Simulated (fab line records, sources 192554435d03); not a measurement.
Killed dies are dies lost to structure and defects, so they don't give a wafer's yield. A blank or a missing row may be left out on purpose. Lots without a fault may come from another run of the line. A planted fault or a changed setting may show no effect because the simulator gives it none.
fab line records | flow n5_finfet
record lots=24 wafers=72 last_day=18
route steps=1938 shown BEOL_M5@1135
lots that met no fault: from a run of the same line without faults
start_h: hours from the record's first day to the start of the lot's first wafer shown | wait_h: hours since the lot's step before | " the same as in the row above | L1.1+2: a row that stands for several wafers | - no value, or no start given | * or withheld: withheld | < > ~ a bound
route shown NAME@n: a module of which the file shows steps, and the number in the route of the first | usual: mean/standard deviation of fault-free wafers | same: alike in all rows | chamber/n: place in a boat | sites: the reading at each site | _std_site: their standard deviation | _edge_site: outer sites' mean less inner sites' | radius_mm: how far each site lies from the wafer's centre | mask NAME#n: copy n | behind: the tool/chamber that last shaped the wafer | hold: why the lot was held/for how many hours/how that ended | device: the transistor (n, p or np) that didn't switch | end of line: the same wafers' tests at the end of the route | a step without rows: its recipe alone | killed: dies lost to structure and defects at the first sort, not the wafer's yield | map: a wafer's dies, x killed, . not, _ none there
set.NAME: the setting as run; set.NAME@STEP: as run at that earlier step | model.NAME: the simulator's own value behind a step, which no gauge read
steps of the route over a sample of lots; a table a step, a row a wafer
services: from which hour (start_h, from the record's first day; less than 0 if before it) a tool's chamber was out of use, for how many hours, and why
## steps
# step N5_BEOL_M5_STRIP_64
# recipe chemistry=CF4 resist=SiARC power_w=300 bias_power_w=75 pressure_mtorr=50 cf4_flow_sccm=150 rf_frequency_hz=6e+07
# usual bias_power_w=74.98/0.22 chamber_pressure_mTorr=50.00/0.044 drypump_motor_current_A=5.8/0.5 oes_product_au=0.80/0.093 rf_vpp_V=271.3/1.5 showerhead_plenum_p_Torr=1.81/0.06 throttle_valve_pct=13.53/0.21
# columns lot.wafer tool chamber start_h wait_h bias_power_w chamber_pressure_mTorr drypump_motor_current_A oes_product_au rf_hours_counter_h rf_vpp_V showerhead_plenum_p_Torr throttle_valve_pct
L074.2 rie_diel-04 2 169.33 0.0 75.15 49.99 5.7 0.68 234 272.1 1.84 13.64
L074.3 " 0 " " 74.78 49.99 5.4 0.67 246 272.3 1.84 14.08
L074.6 " 3 " " 75.25 50.07 5.5 0.94 - 272.4 1.91 13.09
L076.1 rie_diel-05 2 173.10 0.0 75.25 49.95 6.5 0.90 32 269.9 1.77 13.50
L076.4 " 3 " " 74.82 49.97 6.3 0.81 95 270.8 1.74 13.48
L076.6 " 3 " " 74.89 49.99 6.3 0.79 - 270.7 1.74 13.46
L075.2 rie_diel-05 2 176.25 0.0 74.81 50.05 6.5 0.90 32 269.3 1.77 13.51
L075.5 " 3 " " 75.41 50.02 6.3 0.79 - 269.4 1.74 13.47
L075.6 " 0 " " 74.96 49.99 5.5 0.70 - 273.6 1.85 13.59
L077.2 rie_diel-02 2 182.03 0.0 74.92 50.04 6.7 0.83 71 271.8 1.82 13.84
L077.5 " 0 " " 75.18 50.01 5.0 0.68 - 268.7 1.70 13.84
L077.6 " 3 " " 74.85 50.01 6.4 0.76 - 272.5 1.78 13.66
L078.1 rie_diel-05 2 184.37 0.0 74.91 50.01 6.4 0.89 34 269.1 1.77 13.52
L078.3 " 3 " " 75.25 50.12 6.3 0.79 98 269.1 1.74 13.49
L078.5 " 0 " " 74.91 49.93 5.5 0.70 - 274.5 1.85 13.59
L079.1 rie_diel-04 3 193.86 0.0 75.36 50.01 5.5 0.93 14 272.8 1.91 13.10
L079.2 " 1 " " 75.25 49.99 5.4 0.68 247 272.6 1.84 13.64
L079.4 " 1 " " 74.86 49.98 5.4 0.68 - 274.3 1.84 13.65
L080.1 rie_diel-05 3 206.86 0.0 74.95 50.05 6.4 0.79 106 270.5 1.74 13.50
L080.3 " 0 " " 74.85 49.99 5.5 0.70 216 272.6 1.84 13.61
L080.4 " 1 " " 75.11 49.97 5.6 0.75 146 269.8 1.73 13.52
L082.2 rie_diel-04 3 212.15 0.0 74.88 49.97 5.4 0.90 22 273.9 1.91 13.11
L082.4 " 1 " " 75.08 49.99 5.3 0.67 - 273.4 1.84 13.65
L082.6 " 3 " " 74.89 49.94 5.5 0.91 - 272.9 1.91 13.11
L081.1 rie_diel-05 2 212.31 0.0 75.01 50.04 6.5 0.88 43 268.7 1.77 13.54
L081.3 " 0 " " 74.90 49.97 5.4 0.69 218 271.8 1.84 13.61
L081.5 " 0 " " 75.15 50.01 5.4 0.70 - 273.2 1.84 13.60
L083.1 rie_diel-04 2 221.16 0.0 74.86 49.98 5.7 0.68 253 272.7 1.83 13.69
L083.5 " 3 " " 74.80 50.00 5.5 0.90 - 274.0 1.91 13.14
L083.6 " 2 " " 74.76 50.05 5.7 0.68 - 273.9 1.83 13.68
L084.3 rie_diel-04 0 230.22 0.0 74.71 50.06 5.4 0.95 3 271.1 1.83 13.55
L084.4 " 0 " " 74.43 49.99 5.4 0.95 - 271.7 1.83 13.53
L084.5 " 3 " " 75.50 50.04 5.5 0.89 - 273.3 1.91 13.13
L085.1 rie_diel-02 0 239.25 0.0 75.33 49.98 5.1 0.96 10 272.2 1.91 13.28
L085.4 " 3 " " 74.79 50.01 6.5 0.75 173 270.8 1.78 13.71
L085.5 " 1 " " 75.16 49.98 6.2 0.88 - 269.8 1.76 13.40
L086.1 rie_diel-05 1 243.14 0.0 75.20 50.06 5.6 0.74 157 270.0 1.73 13.52
L086.2 " 3 " " 75.15 49.93 6.3 0.78 118 269.5 1.73 13.52
L086.5 " 1 " " 75.43 49.98 5.6 0.75 - 270.5 1.73 13.55
L087.3 rie_diel-04 0 246.74 0.0 75.02 50.01 5.4 0.92 10 270.3 1.83 13.55
L087.4 " 3 " " 75.12 49.99 5.5 0.88 35 272.3 1.90 13.17
L087.6 " 0 " " 75.12 50.01 5.4 0.92 - 271.7 1.83 13.57
L088.2 rie_diel-05 0 247.87 0.0 75.16 50.03 5.5 0.68 229 273.2 1.84 13.65
L088.3 " 2 " " 75.15 50.00 6.5 0.87 55 268.7 1.77 13.57
L088.5 " 0 " " 74.70 49.92 5.5 0.68 - 271.7 1.84 13.64
L089.1 rie_diel-02 0 257.83 0.0 74.87 49.93 5.1 0.94 15 273.2 1.91 13.27
L089.2 " 2 " " 75.03 50.04 6.7 0.79 97 272.8 1.82 13.88
L089.4 " 3 " " 74.93 49.98 6.5 0.75 178 270.8 1.78 13.72
L090.3 rie_diel-04 1 266.63 0.0 74.82 49.93 5.3 0.92 6 272.3 1.84 13.12
L090.4 " 1 " " 74.73 50.01 5.3 0.93 - 271.5 1.84 13.09
L090.6 " 0 " " 75.20 50.01 5.4 0.90 - 271.8 1.83 13.56
L091.1 rie_diel-05 0 276.84 0.0 74.84 50.00 5.4 0.68 237 270.9 1.84 13.65
L091.3 " 1 " " 75.19 50.05 5.6 0.74 166 270.7 1.73 13.55
L091.4 " 3 " " 75.12 49.92 6.3 0.77 128 268.8 1.73 13.55
L092.2 rie_diel-02 0 279.82 0.0 74.91 49.93 5.1 0.91 21 272.6 1.91 13.28
L092.4 " 2 " " 74.80 50.02 6.7 0.79 104 271.2 1.81 13.90
L092.6 " 3 " " 74.99 49.94 6.5 0.74 - 270.8 1.77 13.75
L093.2 rie_diel-05 2 292.58 0.0 74.88 50.00 6.5 0.85 67 269.7 1.76 13.59
L093.5 " 0 " " 74.94 50.00 5.5 0.68 - 272.2 1.84 13.69
L093.6 " 3 " " 74.90 49.97 6.3 0.77 - 270.2 1.73 13.56
L095.1 rie_diel-04 2 299.18 0.0 74.49 49.95 5.7 0.98 2 272.6 1.83 13.11
L095.3 " 0 " " 75.21 49.98 5.4 0.89 26 271.3 1.83 13.57
L095.4 " 1 " " 74.63 49.92 5.3 0.90 16 271.3 1.83 13.14
L096.2 rie_diel-02 1 301.18 0.0 75.14 50.02 6.2 0.85 35 270.7 1.76 13.43
L096.3 " 2 " " 75.23 50.12 6.8 0.79 111 271.5 1.81 13.92
L096.4 " 0 " " 74.94 49.97 5.0 0.91 27 273.3 1.90 13.31
L094.1 rie_diel-05 3 304.03 0.0 74.64 49.96 6.4 0.76 135 269.1 1.73 13.56
L094.4 " 2 " " 74.90 50.01 6.5 0.85 70 270.8 1.76 13.58
L094.6 " 2 " " 74.98 50.07 6.5 0.84 - 268.8 1.76 13.60
L097.1 rie_diel-05 2 315.70 0.0 74.80 49.99 6.5 0.84 73 269.9 1.76 13.59
L097.2 " 3 " " 74.96 50.10 6.3 0.76 138 269.8 1.73 13.55
L097.6 " 2 " " 75.02 50.02 6.5 0.83 - 270.9 1.76 13.58
# step N5_BEOL_M5_ETCH_75
# recipe chemistry=N2/H2 target=underlayer target_depth_a=65 mask_material=CAR-EUV time_s=5.2 ion_energy_ev=200 pressure_mtorr=30 source_w=840 bias_w=150 n2_flow_sccm=200 h2_flow_sccm=200 ends=cleared
# usual chamber_pressure_mTorr=29.99/0.044 drypump_motor_current_A=5.8/0.52 etch_rf_on_time_s=5.23/0.14 oes_product_au=0.69/0.082 rf_vpp_V=524.7/2.7 showerhead_plenum_p_Torr=2.57/0.083 throttle_valve_pct=17.80/0.26
# columns lot.wafer tool chamber start_h wait_h chamber_pressure_mTorr drypump_motor_current_A etch_rf_on_time_s oes_product_au rf_hours_counter_h rf_vpp_V showerhead_plenum_p_Torr throttle_valve_pct
L074.2 rie_diel-05 1 172.01 0.0 29.93 5.6 5.28 0.65 135 524.0 2.44 17.71
L074.3 " 2 " " 30.07 6.5 5.28 0.77 31 523.7 2.49 17.68
L074.6 " 3 " " 29.96 6.4 5.37 0.67 - 520.0 2.46 17.82
L076.1 rie_diel-05 2 173.83 0.0 29.98 6.5 5.22 0.77 32 522.8 2.49 17.69
L076.4 " 1 " " 29.96 5.6 5.16 0.66 136 520.2 2.44 17.72
L076.6 " 3 " " 29.94 6.3 5.26 0.69 - 522.1 2.46 17.86
L075.2 rie_diel-05 0 179.73 0.0 29.99 5.4 5.11 0.60 208 526.0 2.63 17.97
L075.5 " 0 " " 29.94 5.5 5.12 0.61 - 526.6 2.63 17.97
L075.6 " 1 " " 29.99 5.6 5.17 0.66 - 523.2 2.44 17.75
L077.2 rie_diel-04 0 182.87 0.0 29.94 5.4 5.13 0.57 249 526.3 2.60 18.39
L077.5 " 3 " " 29.99 5.5 5.27 0.80 - 527.4 2.70 17.23
L077.6 " 2 " " 29.94 5.7 5.14 0.60 - 524.6 2.61 17.80
L078.1 rie_diel-02 2 185.07 0.0 30.03 6.7 5.33 0.70 73 524.9 2.57 18.08
L078.3 " 0 " " 29.99 5.0 4.91 0.60 256 520.1 2.38 17.98
L078.5 " 2 " " 29.97 6.7 5.29 0.70 - 521.6 2.57 18.09
L079.1 rie_diel-02 1 194.69 0.0 30.01 6.2 5.33 0.79 2 521.3 2.50 17.87
L079.2 " 2 " " 29.98 6.7 5.41 0.68 76 524.3 2.57 18.08
L079.4 " 3 " " 30.06 6.5 5.37 0.65 - 524.0 2.54 17.97
L080.1 rie_diel-04 3 207.68 0.0 30.03 5.4 5.27 0.78 20 529.3 2.69 17.27
L080.3 " 2 " " 30.00 5.7 5.05 0.59 248 525.0 2.60 17.83
L080.4 " 2 " " 29.92 5.7 5.03 0.60 - 527.3 2.60 17.83
L082.2 rie_diel-04 1 213.80 0.0 30.01 5.4 5.34 0.56 255 526.9 2.61 18.01
L082.4 " 2 " " 30.00 5.7 5.11 0.60 - 526.6 2.60 17.84
L082.6 " 3 " " 29.99 5.5 5.24 0.78 - 528.3 2.69 17.25
L081.1 rie_diel-04 1 214.38 0.0 29.98 5.4 5.32 0.58 255 526.3 2.61 17.97
L081.3 " 2 " " 30.00 5.7 5.16 0.59 250 524.6 2.60 17.85
L081.5 " 2 " " 29.99 5.7 5.11 0.59 - 524.1 2.60 17.85
L083.1 rie_diel-04 0 222.63 0.0 29.93 5.4 5.22 0.83 1 523.9 2.60 18.00
L083.5 " 3 " " 30.04 5.5 5.22 0.76 - 527.3 2.69 17.25
L083.6 " 0 " " 30.01 5.4 5.16 0.84 - 526.0 2.60 17.98
L084.3 rie_diel-02 2 234.65 0.0 30.04 6.8 5.37 0.68 90 525.1 2.56 18.13
L084.4 " 0 " " 29.94 5.0 4.89 0.86 8 529.7 2.70 17.51
L084.5 " 1 " " 30.03 6.2 5.33 0.76 - 522.0 2.49 17.88
L085.1 rie_diel-04 0 241.83 0.0 30.01 5.4 5.30 0.80 8 525.8 2.60 18.00
L085.4 " 3 " " 29.94 5.4 5.34 0.75 - 526.8 2.69 17.28
L085.5 " 2 " " 30.05 5.7 5.13 0.59 - 523.2 2.60 17.85
L086.1 rie_diel-05 2 245.23 0.0 29.94 6.5 5.25 0.74 54 522.8 2.48 17.70
L086.2 " 3 " " 29.99 6.4 5.32 0.67 118 520.5 2.45 17.88
L086.5 " 3 " " 29.96 6.3 5.32 0.67 - 521.8 2.45 17.88
L087.3 rie_diel-02 2 247.43 0.0 30.00 6.7 5.38 0.67 94 524.3 2.56 18.13
L087.4 " 1 " " 30.00 6.2 5.38 0.74 19 523.4 2.49 17.90
L087.6 " 1 " " 30.04 6.2 5.37 0.76 - 523.8 2.49 17.91
L088.2 rie_diel-02 3 251.25 0.0 29.94 6.5 5.38 0.63 177 525.3 2.53 17.93
L088.3 " 1 " " 29.99 6.2 5.35 0.73 20 524.0 2.49 17.92
L088.5 " 3 " " 30.04 6.4 5.36 0.63 - 524.3 2.53 17.97
L089.1 rie_diel-02 1 259.86 0.0 30.02 6.2 5.35 0.75 22 521.0 2.49 17.90
L089.2 " 3 " " 29.99 6.5 5.36 0.62 179 526.4 2.53 17.97
L089.4 " 2 " " 30.05 6.8 5.42 0.68 97 524.0 2.56 18.13
L090.3 rie_diel-04 0 268.85 0.0 29.92 5.4 5.22 0.78 16 527.0 2.59 18.01
L090.4 " 1 " " 29.93 5.4 5.22 0.80 - 527.2 2.61 17.60
L090.6 " 3 " " 29.98 5.5 5.31 0.74 - 527.7 2.68 17.30
L091.1 rie_diel-05 2 278.98 0.0 30.07 6.5 5.31 0.74 64 521.8 2.48 17.75
L091.3 " 3 " " 30.03 6.3 5.28 0.65 128 519.0 2.44 17.89
L091.4 " 0 " " 30.02 5.4 5.07 0.59 238 527.6 2.61 18.03
L092.2 rie_diel-04 0 280.80 0.0 29.97 5.4 5.25 0.77 20 526.9 2.59 18.04
L092.4 " 3 " " 30.07 5.4 5.34 0.73 - 528.8 2.68 17.30
L092.6 " 0 " " 29.99 5.4 5.29 0.75 - 525.8 2.59 18.04
L093.2 rie_diel-05 0 293.35 0.0 29.99 5.4 5.13 0.59 241 525.8 2.61 18.01
L093.5 " 2 " " 29.98 6.5 5.33 0.71 - 521.6 2.48 17.75
L093.6 " 3 " " 29.97 6.4 5.30 0.65 - 521.3 2.44 17.88
L095.1 rie_diel-02 1 302.25 0.0 29.92 6.2 5.43 0.72 35 519.8 2.49 17.92
L095.3 " 0 " " 30.05 5.0 4.91 0.83 28 530.2 2.69 17.56
L095.4 " 3 " " 29.95 6.5 5.41 0.62 192 525.3 2.53 18.01
L096.2 rie_diel-04 1 302.31 0.0 30.01 5.4 5.12 0.78 17 524.8 2.60 17.62
L096.3 " 0 " " 29.97 5.4 5.28 0.75 27 524.7 2.59 18.04
L096.4 " 3 " " 30.02 5.5 5.26 0.73 53 527.7 2.68 17.27
L094.1 rie_diel-05 3 307.30 0.0 29.99 6.3 5.25 0.65 136 520.7 2.44 17.89
L094.4 " 1 " " 30.02 5.6 5.28 0.62 173 522.4 2.43 17.78
L094.6 " 1 " " 29.94 5.6 5.25 0.62 - 519.9 2.43 17.81
L097.1 rie_diel-04 0 318.30 0.0 30.02 5.4 5.22 0.75 32 526.6 2.59 18.04
L097.2 " 3 " " 29.97 5.5 5.24 0.73 57 527.5 2.67 17.32
L097.6 " 0 " " 29.95 5.4 5.16 0.77 - 524.2 2.59 18.05
# step N5_BEOL_M5_DEGAS_44
# recipe ambient=vacuum temp_c=250 time_s=60
# usual heater_power_w=334/28
# columns lot.wafer tool chamber start_h wait_h heater_power_w
L074.2 pvd_sputter-01 - 173.14 0.4 350
L074.3 " - " " 307
L074.6 " - " " 310
L076.1 pvd_sputter-03 - 175.40 0.8 309
L076.4 " - " " 343
L076.6 " - " " 315
L075.2 pvd_sputter-02 - 180.73 0.3 333
L075.5 " - " " 372
L075.6 " - " " 331
L077.2 pvd_sputter-02 - 183.87 0.3 340
L077.5 " - " " 334
L077.6 " - " " 368
L078.1 pvd_sputter-01 - 186.27 0.3 387
L078.3 " - " " 314
L078.5 " - " " 294
L079.1 pvd_sputter-03 - 195.95 0.6 353
L079.2 " - " " 322
L079.4 " - " " 328
L080.1 pvd_sputter-03 - 208.88 0.5 313
L080.3 " - " " 353
L080.4 " - " " 328
L082.2 pvd_sputter-03 - 214.81 0.3 353
L082.4 " - " " 319
L082.6 " - " " 339
L081.1 pvd_sputter-03 - 215.31 0.3 323
L081.3 " - " " 359
L081.5 " - " " 342
L083.1 pvd_sputter-03 - 223.93 0.3 323
L083.5 " - " " 325
L083.6 " - " " 318
L084.3 pvd_sputter-01 - 235.74 0.4 385
L084.4 " - " " 306
L084.5 " - " " 293
L085.1 pvd_sputter-01 - 242.88 0.4 309
L085.4 " - " " 357
L085.5 " - " " 306
L086.1 pvd_sputter-03 - 246.24 0.4 345
L086.2 " - " " 322
L086.5 " - " " 355
L087.3 pvd_sputter-02 - 248.39 0.2 331
L087.4 " - " " 363
L087.6 " - " " 346
L088.2 pvd_sputter-03 - 252.50 0.6 314
L088.3 " - " " 319
L088.5 " - " " 319
L089.1 pvd_sputter-01 - 261.13 0.6 292
L089.2 " - " " 305
L089.4 " - " " 353
L090.3 pvd_sputter-01 - 269.78 0.2 356
L090.4 " - " " 302
L090.6 " - " " 387
L091.1 pvd_sputter-02 - 279.88 0.3 320
L091.3 " - " " 307
L091.4 " - " " 339
L092.2 pvd_sputter-01 - 281.70 0.2 356
L092.4 " - " " 396
L092.6 " - " " 395
L093.2 pvd_sputter-01 - 295.56 0.9 303
L093.5 " - " " 305
L093.6 " - " " 359
L096.2 pvd_sputter-01 - 303.41 0.4 293
L096.3 " - " " 349
L096.4 " - " " 312
L095.1 pvd_sputter-02 - 303.51 0.6 327
L095.3 " - " " 306
L095.4 " - " " 332
L094.1 pvd_sputter-03 - 308.59 0.7 361
L094.4 " - " " 308
L094.6 " - " " 353
L097.1 pvd_sputter-02 - 319.30 0.3 329
L097.2 " - " " 370
L097.6 " - " " 344
# step N5_BEOL_M5_ALD_86
# recipe material=TaN target_thk_a=* temp_c=275 ald_precursor_family=PDMAT ald_co_reactant=NH3 pressure_torr=3 carrier_flow_sccm=1500 pulse_time_s=2 purge_time_s=3 co_reactant_purge_time_s=2 co_reactant_pulse_time_s=3 ald_cycles=30 precursor_vessel_temp_c=75 precursor_vessel_pressure_torr=26.25 precursor_vessel_carrier_sccm=1000
# usual chamber_pressure_Torr=3.001/0.0063 heater_power_w=402/33
# columns lot.wafer tool chamber start_h wait_h chamber_pressure_Torr heater_power_w
L074.2 ald_metal-04 0 173.26 0.1 2.986 376
L074.3 " 3 " " 3.007 394
L074.6 " 1 " " 2.999 424
L076.1 ald_metal-04 1 175.50 0.0 2.996 416
L076.4 " 0 " " 2.993 375
L076.6 " 1 " " 3.002 411
L075.2 ald_metal-01 2 180.85 0.1 3.000 400
L075.5 " 0 " " 2.996 363
L075.6 " 1 " " 3.002 430
L077.2 ald_metal-04 1 183.97 0.0 3.003 397
L077.5 " 0 " " 2.999 377
L077.6 " 3 " " 3.007 398
L078.1 ald_metal-01 3 186.60 0.3 3.002 457
L078.3 " 2 " " 3.008 393
L078.5 " 0 " " 3.003 371
L079.1 ald_metal-01 1 196.07 0.1 3.003 430
L079.2 " 2 " " 2.983 399
L079.4 " 3 " " 3.018 459
L080.1 ald_metal-04 2 208.98 0.0 2.995 381
L080.3 " 3 " " 2.996 415
L080.4 " 0 " " 2.995 372
L082.2 ald_metal-03 3 214.93 0.1 3.003 394
L082.4 " 1 " " 3.008 489
L082.6 " 2 " " 3.001 338
L081.1 ald_metal-04 0 215.41 0.0 3.001 366
L081.3 " 1 " " 2.987 427
L081.5 " 2 " " 3.004 377
L083.1 ald_metal-03 0 224.26 0.3 3.007 420
L083.5 " 3 " " 3.002 397
L083.6 " 0 " " 2.997 418
L084.3 ald_metal-01 2 235.91 0.1 3.007 403
L084.4 " 0 " " 3.002 370
L084.5 " 1 " " 2.993 428
L085.1 ald_metal-01 1 243.07 0.1 2.999 432
L085.4 " 0 " " 3.004 360
L085.5 " 1 " " 3.005 437
L086.1 ald_metal-04 2 246.36 0.1 3.004 375
L086.2 " 3 " " 3.008 414
L086.5 " 0 " " 2.998 379
L087.3 ald_metal-04 2 248.50 0.0 3.006 382
L087.4 " 3 " " 3.004 415
L087.6 " 3 " " 3.007 402
L088.2 ald_metal-04 0 252.76 0.2 2.988 366
L088.3 " 3 " " 3.009 405
L088.5 " 0 " " 3.002 373
L089.1 ald_metal-01 1 261.29 0.1 2.991 427
L089.2 " 2 " " 3.004 395
L089.4 " 0 " " 3.003 375
L090.3 ald_metal-03 3 269.88 0.0 3.001 381
L090.4 " 1 " " 3.007 488
L090.6 " 1 " " 3.015 490
L091.1 ald_metal-04 2 280.21 0.3 3.000 377
L091.3 " 1 " " 3.003 413
L091.4 " 3 " " 2.995 411
L092.2 ald_metal-01 3 281.80 0.0 3.003 452
L092.4 " 1 " " 3.005 422
L092.6 " 0 " " 2.994 376
L093.2 ald_metal-03 2 295.68 0.1 2.987 349
L093.5 " 2 " " 2.997 346
L093.6 " 3 " " 2.994 393
L096.2 ald_metal-01 0 303.51 0.0 3.005 371
L096.3 " 2 " " 2.996 392
L096.4 " 3 " " 3.009 456
L095.1 ald_metal-04 1 303.62 0.0 3.008 423
L095.3 " 2 " " 2.998 373
L095.4 " 3 " " 3.002 403
L094.1 ald_metal-04 2 308.69 0.0 3.002 370
L094.4 " 3 " " 2.995 407
L094.6 " 0 " " 3.004 382
L097.1 ald_metal-04 1 319.40 0.0 3.007 414
L097.2 " 3 " " 2.996 412
L097.6 " 0 " " 2.996 378
# step N5_BEOL_M5_ANNEAL_49
# recipe temp_c=400 time_s=1800 ambient=vacuum
# usual heater_power_w=832/67
# columns lot.wafer tool chamber start_h wait_h heater_power_w
L074.2 pvd_sputter-01 - 174.22 0.0 772
L074.3 " - " " 740
L074.6 " - " " 881
L076.1 pvd_sputter-03 - 176.12 0.0 884
L076.4 " - " " 803
L076.6 " - " " 806
L075.2 pvd_sputter-01 - 181.53 0.0 985
L075.5 " - " " 882
L075.6 " - " " 732
L077.2 pvd_sputter-02 - 184.75 0.0 931
L077.5 " - " " 932
L077.6 " - " " 847
L078.1 pvd_sputter-01 - 187.63 0.0 983
L078.3 " - " " 764
L078.5 " - " " 771
L079.1 pvd_sputter-03 - 196.65 0.0 880
L079.2 " - " " 774
L079.4 " - " " 800
L080.1 pvd_sputter-01 - 209.64 0.0 979
L080.3 " - " " 731
L080.4 " - " " 883
L082.2 pvd_sputter-02 - 215.65 0.0 787
L082.4 " - " " 819
L082.6 " - " " 938
L081.1 pvd_sputter-03 - 216.56 0.0 763
L081.3 " - " " 797
L081.5 " - " " 805
L083.1 pvd_sputter-02 - 225.60 0.0 916
L083.5 " - " " 819
L083.6 " - " " 909
L084.3 pvd_sputter-03 - 237.31 0.0 787
L084.4 " - " " 872
L084.5 " - " " 814
L085.1 pvd_sputter-02 - 243.79 0.0 933
L085.4 " - " " 823
L085.5 " - " " 788
L086.1 pvd_sputter-03 - 246.95 0.0 800
L086.2 " - " " 808
L086.5 " - " " 794
L087.3 pvd_sputter-02 - 251.01 0.0 843
L087.4 " - " " 812
L087.6 " - " " 933
L088.2 pvd_sputter-03 - 253.40 0.0 771
L088.3 " - " " 789
L088.5 " - " " 825
L089.1 pvd_sputter-01 - 262.31 0.0 976
L089.2 " - " " 892
L089.4 " - " " 769
L090.3 pvd_sputter-01 - 270.53 0.0 976
L090.4 " - " " 891
L090.6 " - " " 920
L091.1 pvd_sputter-02 - 280.82 0.0 813
L091.3 " - " " 935
L091.4 " - " " 835
L092.2 pvd_sputter-03 - 283.17 0.0 770
L092.4 " - " " 893
L092.6 " - " " 773
L093.2 pvd_sputter-03 - 296.50 0.0 816
L093.5 " - " " 868
L093.6 " - " " 818
L096.2 pvd_sputter-01 - 304.11 0.0 727
L096.3 " - " " 989
L096.4 " - " " 897
L095.1 pvd_sputter-03 - 304.24 0.0 760
L095.3 " - " " 883
L095.4 " - " " 802
L094.1 pvd_sputter-02 - 309.32 0.0 771
L094.4 " - " " 839
L094.6 " - " " 792
L097.1 pvd_sputter-03 - 320.28 0.0 803
L097.2 " - " " 794
L097.6 " - " " 777
# step N5_BEOL_M5_ANNEAL_82
# recipe temp_c=400 time_s=1800 ambient=vacuum
# usual heater_power_w=831/65
# columns lot.wafer tool chamber start_h wait_h heater_power_w
L074.2 pvd_sputter-01 - 175.31 0.0 765
L074.3 " - " " 721
L074.6 " - " " 918
L076.1 pvd_sputter-03 - 177.21 0.0 875
L076.4 " - " " 803
L076.6 " - " " 806
L075.2 pvd_sputter-01 - 182.61 0.0 979
L075.5 " - " " 906
L075.6 " - " " 736
L077.2 pvd_sputter-02 - 185.83 0.0 917
L077.5 " - " " 908
L077.6 " - " " 845
L078.1 pvd_sputter-01 - 188.72 0.0 982
L078.3 " - " " 762
L078.5 " - " " 779
L079.1 pvd_sputter-03 - 197.74 0.0 893
L079.2 " - " " 783
L079.4 " - " " 806
L080.1 pvd_sputter-01 - 210.72 0.0 980
L080.3 " - " " 728
L080.4 " - " " 901
L082.2 pvd_sputter-02 - 216.74 0.0 783
L082.4 " - " " 829
L082.6 " - " " 945
L081.1 pvd_sputter-03 - 217.65 0.0 781
L081.3 " - " " 798
L081.5 " - " " 816
L083.1 pvd_sputter-02 - 226.68 0.0 912
L083.5 " - " " 821
L083.6 " - " " 926
L084.3 pvd_sputter-03 - 238.40 0.0 782
L084.4 " - " " 870
L084.5 " - " " 806
L085.1 pvd_sputter-02 - 244.87 0.0 918
L085.4 " - " " 814
L085.5 " - " " 802
L086.1 pvd_sputter-03 - 248.04 0.0 806
L086.2 " - " " 832
L086.5 " - " " 778
L087.3 pvd_sputter-02 - 252.10 0.0 850
L087.4 " - " " 826
L087.6 " - " " 927
L088.2 pvd_sputter-03 - 254.49 0.0 769
L088.3 " - " " 815
L088.5 " - " " 830
L089.1 pvd_sputter-01 - 263.39 0.0 938
L089.2 " - " " 891
L089.4 " - " " 762
L090.3 pvd_sputter-01 - 271.62 0.0 978
L090.4 " - " " 861
L090.6 " - " " 896
L091.1 pvd_sputter-02 - 281.91 0.0 815
L091.3 " - " " 957
L091.4 " - " " 834
L092.2 pvd_sputter-03 - 284.26 0.0 815
L092.4 " - " " 855
L092.6 " - " " 784
L093.2 pvd_sputter-03 - 297.59 0.0 792
L093.5 " - " " 881
L093.6 " - " " 807
L096.2 pvd_sputter-01 - 305.19 0.0 733
L096.3 " - " " 954
L096.4 " - " " 887
L095.1 pvd_sputter-03 - 305.33 0.0 786
L095.3 " - " " 859
L095.4 " - " " 818
L094.1 pvd_sputter-02 - 310.50 0.0 783
L094.4 " - " " 815
L094.6 " - " " 779
L097.1 pvd_sputter-03 - 321.37 0.0 806
L097.2 " - " " 765
L097.6 " - " " 782
## services
# columns tool chamber start_h hours kind
ald_metal-03 1 149.61 10.4 repair
rie_diel-05 0 149.93 9.9 repair
ald_metal-03 2 151.85 23.3 repair
ald_metal-01 - 164.03 1.2 pm
ald_metal-03 1 176.30 19.3 repair
rie_diel-04 0 184.42 - clean
rie_diel-04 0 184.42 - consumable_replace:esc
rie_diel-04 0 184.42 - consumable_replace:focus_ring
rie_diel-04 0 184.42 36.4 scheduled_down
rie_diel-04 0 184.42 36.4 vent_cycle
ald_metal-04 - 217.67 8.7 pm
rie_diel-04 1 220.95 - clean
rie_diel-04 1 220.95 - consumable_replace:focus_ring
rie_diel-04 1 220.95 21.6 scheduled_down
rie_diel-04 1 220.95 21.6 vent_cycle
ald_metal-03 3 233.96 4.1 repair
rie_diel-04 2 265.06 - clean
rie_diel-04 2 265.06 - consumable_replace:focus_ring
ald_metal-01 3 285.25 17.3 repair
ald_metal-03 2 296.88 6.9 repair
ald_metal-03 - 301.08 0.4 repair
pvd_sputter-01 - 310.44 9.1 repair
ald_metal-01 2 318.19 1.8 repair
ald_metal-03 - 318.41 74.6 repair
## key
fault none
